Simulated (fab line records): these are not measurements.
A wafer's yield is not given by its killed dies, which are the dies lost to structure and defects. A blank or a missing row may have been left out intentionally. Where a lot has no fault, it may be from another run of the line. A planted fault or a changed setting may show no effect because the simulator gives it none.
fab line records :: flow nand_harc
record
  lots=6
  wafers=18
  last_day=25
route steps=1159 shown P_ZERO_WELL@61 P_STI@69 END@1159
lots that met no fault: taken from a fault-free run of the same line
start_h: hours from the record's first day to the start of the lot's first wafer shown :: wait_h: hours from the lot's prior step to this one :: " as in the row above :: L1.1+2: one row covering several wafers at once :: - value missing, or start not given :: * or withheld: withheld :: < > ~ a bound
route shown NAME@n: a module of which the file shows steps, and the number in the route of the first :: usual: mean and standard deviation over wafers with no fault :: same: alike in all rows :: chamber/n: place in a boat :: sites: the reading at each site :: _std_site: the standard deviation of these :: _edge_site: the outer-site mean with the inner-site mean subtracted :: radius_mm: how far each site lies from the wafer's centre :: mask NAME#n: copy n :: behind: the tool/chamber that last shaped the wafer :: hold: what put the lot on hold/how long, in hours/how the hold closed :: device: which transistor (n, p or np) failed to switch :: end of line: at the end of the route, the tests of the same wafers :: for a step that has no rows: nothing shown but its recipe :: killed: count of dies lost to structure and defects at first sort (not the wafer's yield) :: map: shows each die of a wafer: x if killed, . if not, _ if none is there
set.NAME: the setting that was run; set.NAME@STEP: the one run at that earlier step :: model.NAME: the simulator's own value behind a step, which no gauge read
lots at selected steps of the route; one table per step, one row per wafer
services: a tool's chamber out of use, with start hour (start_h, from the record's first day; less than 0 if before it), hours out, and reason
## steps
# step NHARC_P_ZERO_WELL_DESCUM_54
# recipe
  time_s=3
  o2_flow_sccm=200
  ar_flow_sccm=0
  bias_power_w=0
  chemistry=O2
# usual
  drypump_motor_current_A=5.6/0.33
  oes_product_au=1.001/0.0096
  rf_vpp_V=57.9/0.89
  showerhead_plenum_p_Torr=1.94/0.094
  throttle_valve_pct=11.310/0.0097
lot.wafer: L404.3
tool: rie_diel-10
chamber: 0
start_h: 41.96
wait_h: -
drypump_motor_current_A: 5.4
oes_product_au: 0.996
rf_hours_counter_h: 3.1
rf_vpp_V: 57.3
showerhead_plenum_p_Torr: 1.84
throttle_valve_pct: 11.325

lot.wafer: L404.4
tool: rie_diel-10
chamber: 1
start_h: 41.96
wait_h: -
drypump_motor_current_A: 5.2
oes_product_au: 1.002
rf_hours_counter_h: 3.3
rf_vpp_V: 57.8
showerhead_plenum_p_Torr: 1.95
throttle_valve_pct: 11.305

lot.wafer: L404.2
tool: rie_diel-10
chamber: 3
start_h: 41.96
wait_h: -
drypump_motor_current_A: 6.3
oes_product_au: 0.984
rf_hours_counter_h: 3.1
rf_vpp_V: 58.4
showerhead_plenum_p_Torr: 1.85
throttle_valve_pct: 11.299

lot.wafer: L405.4
tool: rie_diel-10
chamber: 2
start_h: 47.90
wait_h: -
drypump_motor_current_A: 5.6
oes_product_au: 0.990
rf_hours_counter_h: -
rf_vpp_V: 57.6
showerhead_plenum_p_Torr: 2.06
throttle_valve_pct: 11.301

lot.wafer: L405.6
tool: rie_diel-10
chamber: 0
start_h: 47.90
wait_h: -
drypump_motor_current_A: 5.4
oes_product_au: 0.980
rf_hours_counter_h: -
rf_vpp_V: 56.9
showerhead_plenum_p_Torr: 1.84
throttle_valve_pct: 11.288

lot.wafer: L405.5
tool: rie_diel-10
chamber: 1
start_h: 47.90
wait_h: -
drypump_motor_current_A: 5.2
oes_product_au: 1.007
rf_hours_counter_h: -
rf_vpp_V: 58.9
showerhead_plenum_p_Torr: 1.95
throttle_valve_pct: 11.312

lot.wafer: L407.1
tool: rie_diel-09
chamber: 0
start_h: 60.09
wait_h: -
drypump_motor_current_A: 5.3
oes_product_au: 1.011
rf_hours_counter_h: 11.5
rf_vpp_V: 57.7
showerhead_plenum_p_Torr: 2.01
throttle_valve_pct: 11.311

lot.wafer: L407.3
tool: rie_diel-09
chamber: 3
start_h: 60.09
wait_h: -
drypump_motor_current_A: 5.5
oes_product_au: 1.002
rf_hours_counter_h: 10.8
rf_vpp_V: 57.6
showerhead_plenum_p_Torr: 2.06
throttle_valve_pct: 11.297

lot.wafer: L407.4
tool: rie_diel-09
chamber: 3
start_h: 60.09
wait_h: -
drypump_motor_current_A: 5.5
oes_product_au: 1.009
rf_hours_counter_h: -
rf_vpp_V: 57.7
showerhead_plenum_p_Torr: 2.06
throttle_valve_pct: 11.309

lot.wafer: L418.2
tool: rie_diel-09
chamber: 1
start_h: 126.19
wait_h: -
drypump_motor_current_A: 5.9
oes_product_au: 0.993
rf_hours_counter_h: 2.4
rf_vpp_V: 58.3
showerhead_plenum_p_Torr: 1.95
throttle_valve_pct: 11.301

lot.wafer: L418.4
tool: rie_diel-09
chamber: 3
start_h: 126.19
wait_h: -
drypump_motor_current_A: 5.6
oes_product_au: 1.008
rf_hours_counter_h: 2.6
rf_vpp_V: 56.9
showerhead_plenum_p_Torr: 2.06
throttle_valve_pct: 11.313

lot.wafer: L418.3
tool: rie_diel-09
chamber: 0
start_h: 126.19
wait_h: -
drypump_motor_current_A: 5.3
oes_product_au: 0.994
rf_hours_counter_h: 3.1
rf_vpp_V: 58.8
showerhead_plenum_p_Torr: 2.00
throttle_valve_pct: 11.315

lot.wafer: L421.2
tool: rie_diel-10
chamber: 2
start_h: 143.90
wait_h: -
drypump_motor_current_A: 5.6
oes_product_au: 1.001
rf_hours_counter_h: 9.3
rf_vpp_V: 58.9
showerhead_plenum_p_Torr: 2.06
throttle_valve_pct: 11.317

lot.wafer: L421.4
tool: rie_diel-10
chamber: 3
start_h: 143.90
wait_h: -
drypump_motor_current_A: 6.2
oes_product_au: 1.010
rf_hours_counter_h: 7.4
rf_vpp_V: 56.9
showerhead_plenum_p_Torr: 1.85
throttle_valve_pct: 11.303

lot.wafer: L421.1
tool: rie_diel-10
chamber: 0
start_h: 143.90
wait_h: -
drypump_motor_current_A: 5.4
oes_product_au: 1.002
rf_hours_counter_h: 10.1
rf_vpp_V: 58.0
showerhead_plenum_p_Torr: 1.84
throttle_valve_pct: 11.302

lot.wafer: L423.1
tool: rie_diel-09
chamber: 1
start_h: 155.81
wait_h: -
drypump_motor_current_A: 5.9
oes_product_au: 1.001
rf_hours_counter_h: 4.2
rf_vpp_V: 58.2
showerhead_plenum_p_Torr: 1.95
throttle_valve_pct: 11.318

lot.wafer: L423.6
tool: rie_diel-09
chamber: 3
start_h: 155.81
wait_h: -
drypump_motor_current_A: 5.5
oes_product_au: 0.999
rf_hours_counter_h: -
rf_vpp_V: 58.2
showerhead_plenum_p_Torr: 2.06
throttle_valve_pct: 11.329

lot.wafer: L423.5
tool: rie_diel-09
chamber: 0
start_h: 155.81
wait_h: -
drypump_motor_current_A: 5.3
oes_product_au: 1.010
rf_hours_counter_h: -
rf_vpp_V: 57.2
showerhead_plenum_p_Torr: 2.00
throttle_valve_pct: 11.312
# step NHARC_P_ZERO_WELL_IMPLANT_55
# recipe
  energy_kev=180
  dose_cm2=8e+11
  tilt_deg=7
# step NHARC_P_ZERO_WELL_IMPLANT_61
# recipe
  energy_kev=30
  dose_cm2=5e+11
  tilt_deg=7
# step NHARC_P_ZERO_WELL_STRIP_56
# recipe
  time_s=840
  temp_c=130
  chemistry=SPM
# step NHARC_P_ZERO_WELL_PRECLEAN_68
# recipe
  time_s=60
  temp_c=50
  bath_age_min=0
  chemistry=SC1
# step NHARC_P_ZERO_WELL_SRD_69
# step NHARC_P_ZERO_WELL_RTA_42
# recipe
  temp_c=1100
  time_s=300
# usual
  anneal_temp_c_max=1104.5/1.1
  lamp_power_pct=38.1/2.7
  wafer_temp_C_max=1104.4/1.4
lot.wafer: L404.2
tool: rtp_anneal-01
chamber: 0
start_h: 43.06
wait_h: -
anneal_temp_c_max: 1103.6
lamp_power_pct: 40.6
wafer_temp_C_max: 1105.1

lot.wafer: L404.3
tool: rtp_anneal-01
chamber: 0
start_h: 43.06
wait_h: -
anneal_temp_c_max: 1104.6
lamp_power_pct: 40.5
wafer_temp_C_max: 1106.0

lot.wafer: L404.4
tool: rtp_anneal-01
chamber: 0
start_h: 43.06
wait_h: -
anneal_temp_c_max: 1103.7
lamp_power_pct: 40.6
wafer_temp_C_max: 1107.9

lot.wafer: L405.4
tool: rtp_anneal-02
chamber: 0
start_h: 49.18
wait_h: -
anneal_temp_c_max: 1106.0
lamp_power_pct: 35.2
wafer_temp_C_max: 1103.0

lot.wafer: L405.5
tool: rtp_anneal-02
chamber: 0
start_h: 49.18
wait_h: -
anneal_temp_c_max: 1105.1
lamp_power_pct: 35.2
wafer_temp_C_max: 1103.7

lot.wafer: L405.6
tool: rtp_anneal-02
chamber: 0
start_h: 49.18
wait_h: -
anneal_temp_c_max: 1106.4
lamp_power_pct: 35.2
wafer_temp_C_max: 1103.8

lot.wafer: L407.1
tool: rtp_anneal-02
chamber: 0
start_h: 61.35
wait_h: -
anneal_temp_c_max: 1106.2
lamp_power_pct: 35.2
wafer_temp_C_max: 1103.2

lot.wafer: L407.3
tool: rtp_anneal-02
chamber: 0
start_h: 61.35
wait_h: -
anneal_temp_c_max: 1105.1
lamp_power_pct: 35.2
wafer_temp_C_max: 1103.5

lot.wafer: L407.4
tool: rtp_anneal-02
chamber: 0
start_h: 61.35
wait_h: -
anneal_temp_c_max: 1105.6
lamp_power_pct: 35.2
wafer_temp_C_max: 1103.6

lot.wafer: L418.2
tool: rtp_anneal-02
chamber: 0
start_h: 127.27
wait_h: -
anneal_temp_c_max: 1105.4
lamp_power_pct: 35.1
wafer_temp_C_max: 1102.8

lot.wafer: L418.3
tool: rtp_anneal-02
chamber: 0
start_h: 127.27
wait_h: -
anneal_temp_c_max: 1104.1
lamp_power_pct: 35.1
wafer_temp_C_max: 1102.5

lot.wafer: L418.4
tool: rtp_anneal-02
chamber: 0
start_h: 127.27
wait_h: -
anneal_temp_c_max: 1107.0
lamp_power_pct: 35.1
wafer_temp_C_max: 1102.7

lot.wafer: L421.1
tool: rtp_anneal-01
chamber: 0
start_h: 144.89
wait_h: -
anneal_temp_c_max: 1103.1
lamp_power_pct: 40.5
wafer_temp_C_max: 1104.7

lot.wafer: L421.2
tool: rtp_anneal-01
chamber: 0
start_h: 144.89
wait_h: -
anneal_temp_c_max: 1103.3
lamp_power_pct: 40.6
wafer_temp_C_max: 1105.5

lot.wafer: L421.4
tool: rtp_anneal-01
chamber: 0
start_h: 144.89
wait_h: -
anneal_temp_c_max: 1103.3
lamp_power_pct: 40.6
wafer_temp_C_max: 1103.9

lot.wafer: L423.1
tool: rtp_anneal-01
chamber: 0
start_h: 156.76
wait_h: -
anneal_temp_c_max: 1103.5
lamp_power_pct: 40.5
wafer_temp_C_max: 1105.1

lot.wafer: L423.5
tool: rtp_anneal-01
chamber: 0
start_h: 156.76
wait_h: -
anneal_temp_c_max: 1103.6
lamp_power_pct: 40.6
wafer_temp_C_max: 1104.6

lot.wafer: L423.6
tool: rtp_anneal-01
chamber: 0
start_h: 156.76
wait_h: -
anneal_temp_c_max: 1103.9
lamp_power_pct: 40.5
wafer_temp_C_max: 1103.7
# step NHARC_P_ZERO_WELL_INSPECT_43
# usual
  raw_defect_count=14/6.6
lot.wafer: L404.2
tool: defect_inspect-02
chamber: -
start_h: 43.64
wait_h: 0.5
raw_defect_count: 15

lot.wafer: L404.3
tool: defect_inspect-02
chamber: -
start_h: 43.64
wait_h: 0.5
raw_defect_count: 12

lot.wafer: L404.4
tool: defect_inspect-02
chamber: -
start_h: 43.64
wait_h: 0.5
raw_defect_count: 26

lot.wafer: L405.4
tool: defect_inspect-02
chamber: -
start_h: 49.54
wait_h: 0.2
raw_defect_count: 5

lot.wafer: L405.5
tool: defect_inspect-02
chamber: -
start_h: 49.54
wait_h: 0.2
raw_defect_count: 14

lot.wafer: L405.6
tool: defect_inspect-02
chamber: -
start_h: 49.54
wait_h: 0.2
raw_defect_count: 10

lot.wafer: L407.1
tool: defect_inspect-01
chamber: -
start_h: 62.03
wait_h: 0.6
raw_defect_count: 6

lot.wafer: L407.3
tool: defect_inspect-01
chamber: -
start_h: 62.03
wait_h: 0.6
raw_defect_count: 12

lot.wafer: L407.4
tool: defect_inspect-01
chamber: -
start_h: 62.03
wait_h: 0.6
raw_defect_count: 11

lot.wafer: L418.2
tool: defect_inspect-02
chamber: -
start_h: 127.83
wait_h: 0.5
raw_defect_count: 5

lot.wafer: L418.3
tool: defect_inspect-02
chamber: -
start_h: 127.83
wait_h: 0.5
raw_defect_count: 25

lot.wafer: L418.4
tool: defect_inspect-02
chamber: -
start_h: 127.83
wait_h: 0.5
raw_defect_count: 6

lot.wafer: L421.1
tool: defect_inspect-02
chamber: -
start_h: 146.20
wait_h: 1.1
raw_defect_count: 2

lot.wafer: L421.2
tool: defect_inspect-02
chamber: -
start_h: 146.20
wait_h: 1.1
raw_defect_count: 13

lot.wafer: L421.4
tool: defect_inspect-02
chamber: -
start_h: 146.20
wait_h: 1.1
raw_defect_count: 10

lot.wafer: L423.1
tool: defect_inspect-02
chamber: -
start_h: 157.43
wait_h: 0.6
raw_defect_count: 11

lot.wafer: L423.5
tool: defect_inspect-02
chamber: -
start_h: 157.43
wait_h: 0.6
raw_defect_count: 11

lot.wafer: L423.6
tool: defect_inspect-02
chamber: -
start_h: 157.43
wait_h: 0.6
raw_defect_count: 21
# step NHARC_P_STI_ETCH_26
# recipe
  target_depth_a=110
  chemistry=dHF
  material=SiO2
# step NHARC_P_STI_PRECLEAN_27
# recipe
  time_s=*
  temp_c=50
  bath_age_min=0
  chemistry=SC1
# step NHARC_P_STI_SRD_28
# step NHARC_P_STI_OXIDE_29
# recipe
  target_thk_a=100
  temp_c=900
  ox_time_s=1362
  material=SiO2
# step NHARC_P_STI_HM_DEP_30
# recipe
  target_thk_a=800
  temp_c=790
  pressure_mtorr=300
  time_s=873
  material=Si3N4
lot.wafer: L404.2+3+4
tool: lpcvd-01
chamber: 1
start_h: 53.06
wait_h: 3.6

lot.wafer: L405.4+5+6
tool: lpcvd-01
chamber: 0
start_h: 60.81
wait_h: 3.6

lot.wafer: L405.4+5+6
tool: lpcvd-01
chamber: 0
start_h: 64.57
wait_h: 0.5

lot.wafer: L407.1+3+4
tool: lpcvd-02
chamber: 1
start_h: 76.25
wait_h: 3.6

lot.wafer: L407.1+3+4
tool: lpcvd-02
chamber: 1
start_h: 80.07
wait_h: 0.5

lot.wafer: L418.2+3+4
tool: lpcvd-01
chamber: 1
start_h: 139.53
wait_h: 3.6

lot.wafer: L421.1+2+4
tool: lpcvd-01
chamber: 1
start_h: 157.44
wait_h: 3.6

lot.wafer: L423.1+5+6
tool: lpcvd-02
chamber: 1
start_h: 168.62
wait_h: 3.6
# step NHARC_P_STI_DEHYDRATE_01
# recipe
  temp_c=150
  time_s=120
# step NHARC_END_SORT_01
# recipe
  temp_c=25
# usual
  killed_at_array=25/9.2
  killed_at_other=0.8/1.2
  killed_at_periphery=3.9/2.6
  killed_dies=30/9.7
  killed_open=3.4/1.9
  killed_short=2.0/1.4
# same
  gross_dies=677
lot.wafer: L405.4
tool: prober-01
chamber: 0
start_h: 469.40
wait_h: 3.4
killed_at_array: 21
killed_at_other: 0
killed_at_periphery: 656
killed_dies: 677
killed_open: 1
killed_short: 0

lot.wafer: L405.5
tool: prober-01
chamber: 0
start_h: 470.20
wait_h: 3.7
killed_at_array: 20
killed_at_other: 0
killed_at_periphery: 657
killed_dies: 677
killed_open: 4
killed_short: 3

lot.wafer: L405.6
tool: prober-01
chamber: 0
start_h: 470.99
wait_h: 4.0
killed_at_array: 17
killed_at_other: 0
killed_at_periphery: 660
killed_dies: 677
killed_open: 2
killed_short: 2

lot.wafer: L404.2
tool: prober-02
chamber: 0
start_h: 476.46
wait_h: 2.8
killed_at_array: 37
killed_at_other: 0
killed_at_periphery: 9
killed_dies: 46
killed_open: 8
killed_short: 3

lot.wafer: L404.3
tool: prober-02
chamber: 0
start_h: 477.27
wait_h: 3.1
killed_at_array: 36
killed_at_other: 0
killed_at_periphery: 10
killed_dies: 46
killed_open: 6
killed_short: 3

lot.wafer: L404.4
tool: prober-02
chamber: 0
start_h: 478.09
wait_h: 3.4
killed_at_array: 29
killed_at_other: 1
killed_at_periphery: 13
killed_dies: 43
killed_open: 1
killed_short: 1

lot.wafer: L407.1
tool: prober-02
chamber: 0
start_h: 483.51
wait_h: 2.5
killed_at_array: 25
killed_at_other: 5
killed_at_periphery: 647
killed_dies: 677
killed_open: 0
killed_short: 1

lot.wafer: L407.3
tool: prober-02
chamber: 0
start_h: 485.10
wait_h: 3.1
killed_at_array: 32
killed_at_other: 2
killed_at_periphery: 643
killed_dies: 677
killed_open: 2
killed_short: 4

lot.wafer: L407.4
tool: prober-02
chamber: 0
start_h: 485.90
wait_h: 3.4
killed_at_array: 28
killed_at_other: 1
killed_at_periphery: 648
killed_dies: 677
killed_open: 3
killed_short: 3
# killed by level:class
L405.4 P_STI:area_dep=655 A_SLIT:chamber_film_flake=7 A_STAIRCASE:chamber_film_flake=7 A_CONTACT:chamber_film_flake=4 P_M1:geometric_particle:open=1 A_CHANNEL_HOLE_D1:chamber_film_flake=1 A_SGD_CUT:chamber_film_flake=1 A_M1:chamber_film_flake=1
L405.5 P_STI:area_dep=652 A_SLIT:chamber_film_flake=8 P_STI:chamber_film_flake=3 A_CHANNEL_HOLE_D1:chamber_film_flake=3 P_M0:geometric_particle:open=2 A_CONTACT:geometric_particle:open=2 A_CONTACT:chamber_film_flake=2 A_ONON_D1:geometric_particle:short=1
L405.6 P_STI:area_dep=655 A_SLIT:chamber_film_flake=8 A_STAIRCASE:chamber_film_flake=4 A_CHANNEL_HOLE_D1:chamber_film_flake=3 P_STI:geometric_particle:short=1 P_CONTACT:geometric_particle:open=1 P_M0:geometric_particle:open=1 A_ONON_D1:geometric_particle:short=1
L404.2 A_CHANNEL_HOLE_D1:chamber_film_flake=11 A_SLIT:chamber_film_flake=8 A_CONTACT:chamber_film_flake=6 P_M2:chamber_film_flake=3 A_STAIRCASE:chamber_film_flake=3 P_CONTACT:geometric_particle:open=2 A_WL_FILL:geometric_particle:short=2 P_GATE:geometric_particle:open=1
L404.3 A_CHANNEL_HOLE_D1:chamber_film_flake=13 A_SLIT:chamber_film_flake=9 A_CONTACT:chamber_film_flake=5 P_M2:chamber_film_flake=4 A_STAIRCASE:chamber_film_flake=4 P_M0:geometric_particle:open=2 P_CONTACT:geometric_particle:open=1 P_M0:geometric_particle:short=1
L404.4 A_CHANNEL_HOLE_D1:chamber_film_flake=11 P_M2:chamber_film_flake=9 A_SLIT:chamber_film_flake=9 A_STAIRCASE:chamber_film_flake=5 A_CONTACT:chamber_film_flake=3 P_GATE:chamber_film_flake=2 P_CONTACT:geometric_particle:short=1 A_ONON_D1:geometric_particle:open=1
L407.1 P_STI:area_dep=645 A_CHANNEL_HOLE_D1:chamber_film_flake=13 THIN_TSV:chamber_film_flake=5 A_STAIRCASE:chamber_film_flake=4 A_CONTACT:chamber_film_flake=4 P_GATE:chamber_film_flake=2 A_SLIT:chamber_film_flake=2 A_WL_FILL:geometric_particle:short=1
L407.3 P_STI:area_dep=639 A_CHANNEL_HOLE_D1:chamber_film_flake=18 A_STAIRCASE:chamber_film_flake=4 A_M1:geometric_particle:short=2 A_CHANNEL_FILL_D1:chamber_film_flake=2 A_SLIT:chamber_film_flake=2 THIN_TSV:chamber_film_flake=2 P_GATE:geometric_particle:short=1
L407.4 P_STI:area_dep=646 A_CHANNEL_HOLE_D1:chamber_film_flake=11 A_CONTACT:chamber_film_flake=3 A_CHANNEL_FILL_D1:geometric_particle:short=2 A_WL_FILL:geometric_particle:open=2 P_ZERO_WELL:chamber_film_flake=2 A_STAIRCASE:chamber_film_flake=2 A_SLIT:chamber_film_flake=2
# map L405.4 (x killed, . not)
____________x____________
_________xxxxxxx_________
_______xxxxxxxxxxx_______
______xxxxxxxxxxxxx______
_____xxxxxxxxxxxxxxx_____
____xxxxxxxxxxxxxxxxx____
____xxxxxxxxxxxxxxxxx____
___xxxxxxxxxxxxxxxxxxx___
___xxxxxxxxxxxxxxxxxxx___
__xxxxxxxxxxxxxxxxxxxxx__
__xxxxxxxxxxxxxxxxxxxxx__
_xxxxxxxxxxxxxxxxxxxxxxx_
_xxxxxxxxxxxxxxxxxxxxxxx_
_xxxxxxxxxxxxxxxxxxxxxxx_
_xxxxxxxxxxxxxxxxxxxxxxx_
_xxxxxxxxxxxxxxxxxxxxxxx_
xxxxxxxxxxxxxxxxxxxxxxxxx
xxxxxxxxxxxxxxxxxxxxxxxxx
xxxxxxxxxxxxxxxxxxxxxxxxx
xxxxxxxxxxxxxxxxxxxxxxxxx
xxxxxxxxxxxxxxxxxxxxxxxxx
_xxxxxxxxxxxxxxxxxxxxxxx_
_xxxxxxxxxxxxxxxxxxxxxxx_
_xxxxxxxxxxxxxxxxxxxxxxx_
_xxxxxxxxxxxxxxxxxxxxxxx_
_xxxxxxxxxxxxxxxxxxxxxxx_
__xxxxxxxxxxxxxxxxxxxxx__
__xxxxxxxxxxxxxxxxxxxxx__
___xxxxxxxxxxxxxxxxxxx___
___xxxxxxxxxxxxxxxxxxx___
____xxxxxxxxxxxxxxxxx____
____xxxxxxxxxxxxxxxxx____
_____xxxxxxxxxxxxxxx_____
______xxxxxxxxxxxxx______
_______xxxxxxxxxxx_______
_________xxxxxxx_________
____________x____________
# map L407.1 (x killed, . not)
____________x____________
_________xxxxxxx_________
_______xxxxxxxxxxx_______
______xxxxxxxxxxxxx______
_____xxxxxxxxxxxxxxx_____
____xxxxxxxxxxxxxxxxx____
____xxxxxxxxxxxxxxxxx____
___xxxxxxxxxxxxxxxxxxx___
___xxxxxxxxxxxxxxxxxxx___
__xxxxxxxxxxxxxxxxxxxxx__
__xxxxxxxxxxxxxxxxxxxxx__
_xxxxxxxxxxxxxxxxxxxxxxx_
_xxxxxxxxxxxxxxxxxxxxxxx_
_xxxxxxxxxxxxxxxxxxxxxxx_
_xxxxxxxxxxxxxxxxxxxxxxx_
_xxxxxxxxxxxxxxxxxxxxxxx_
xxxxxxxxxxxxxxxxxxxxxxxxx
xxxxxxxxxxxxxxxxxxxxxxxxx
xxxxxxxxxxxxxxxxxxxxxxxxx
xxxxxxxxxxxxxxxxxxxxxxxxx
xxxxxxxxxxxxxxxxxxxxxxxxx
_xxxxxxxxxxxxxxxxxxxxxxx_
_xxxxxxxxxxxxxxxxxxxxxxx_
_xxxxxxxxxxxxxxxxxxxxxxx_
_xxxxxxxxxxxxxxxxxxxxxxx_
_xxxxxxxxxxxxxxxxxxxxxxx_
__xxxxxxxxxxxxxxxxxxxxx__
__xxxxxxxxxxxxxxxxxxxxx__
___xxxxxxxxxxxxxxxxxxx___
___xxxxxxxxxxxxxxxxxxx___
____xxxxxxxxxxxxxxxxx____
____xxxxxxxxxxxxxxxxx____
_____xxxxxxxxxxxxxxx_____
______xxxxxxxxxxxxx______
_______xxxxxxxxxxx_______
_________xxxxxxx_________
____________x____________
## services
tool: lpcvd-01
chamber: -
start_h: 19.38
hours: 32.7
kind: repair

tool: rie_diel-09
chamber: 1
start_h: 23.58
hours: 17.4
kind: repair

tool: rie_diel-09
chamber: 0
start_h: 31.10
hours: -
kind: clean

tool: rie_diel-09
chamber: 2
start_h: 31.10
hours: -
kind: clean

tool: rie_diel-09
chamber: 3
start_h: 31.10
hours: -
kind: clean

tool: rie_diel-10
chamber: 0
start_h: 33.00
hours: -
kind: clean

tool: rie_diel-10
chamber: 1
start_h: 33.00
hours: -
kind: clean

tool: rie_diel-10
chamber: 2
start_h: 33.00
hours: -
kind: clean

tool: rie_diel-10
chamber: 3
start_h: 33.00
hours: -
kind: clean

tool: rie_diel-09
chamber: 1
start_h: 41.91
hours: 1.5
kind: repair

tool: rie_diel-10
chamber: 3
start_h: 43.85
hours: 45.1
kind: repair

tool: lpcvd-02
chamber: -
start_h: 51.74
hours: 0.9
kind: repair

tool: rie_diel-09
chamber: 2
start_h: 54.03
hours: 15.6
kind: repair

tool: rie_diel-09
chamber: 0
start_h: 55.60
hours: -
kind: clean

tool: rie_diel-09
chamber: 1
start_h: 55.60
hours: -
kind: clean

tool: rie_diel-09
chamber: 3
start_h: 55.60
hours: -
kind: clean

tool: rie_diel-10
chamber: 0
start_h: 57.50
hours: -
kind: clean

tool: rie_diel-10
chamber: 1
start_h: 57.50
hours: -
kind: clean

tool: rie_diel-10
chamber: 2
start_h: 57.50
hours: -
kind: clean

tool: rie_diel-09
chamber: -
start_h: 77.10
hours: 9.0
kind: pm

tool: rie_diel-09
chamber: 1
start_h: 105.86
hours: 5.1
kind: repair

tool: rie_diel-10
chamber: 1
start_h: 113.22
hours: 1.4
kind: repair

tool: rie_diel-09
chamber: 2
start_h: 114.18
hours: 5.9
kind: repair

tool: rie_diel-10
chamber: 3
start_h: 119.27
hours: 11.2
kind: repair
## key
first_sign
  step=NHARC_P_STI_HM_DEP_30
  reading=visit
  direction=added
effect
  step=NHARC_END_SORT_01
  reading=killed_at_periphery
  direction=up
  sigmas=99+
  usual=3.9
  struck=651.8
more_kills_born_at
  NHARC_P_STI_HM_DEP_30@lpcvd-01=1962
  NHARC_P_STI_HM_DEP_30@lpcvd-02=1930
met_at NHARC_P_STI_HM_DEP_30
struck_wafers L405.4,L405.5,L405.6,L407.1,L407.3,L407.4
later_rows_left_out L405.4,L405.5,L405.6,L407.1,L407.3,L407.4
tester_left_out L405,L407
fault
  kind=repeated_step_whole
  tool=lpcvd-01,lpcvd-02
  chamber=-
  onset_h=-
  steps=NHARC_P_STI_HM_DEP_30
  times=1
  scope=struck_lots_only
# tester_left_out: of these lots the tester's yield and bins aren't shown, on N5 and GAA mostly nor the transistor test; their killed dies are dies lost to structure and defects alone, not to doping, threshold or leakage, so they don't give the yield
# later_rows_left_out: the simulator's readings of these wafers behind a module that went badly wrong aren't trusted and aren't shown, but for the sort
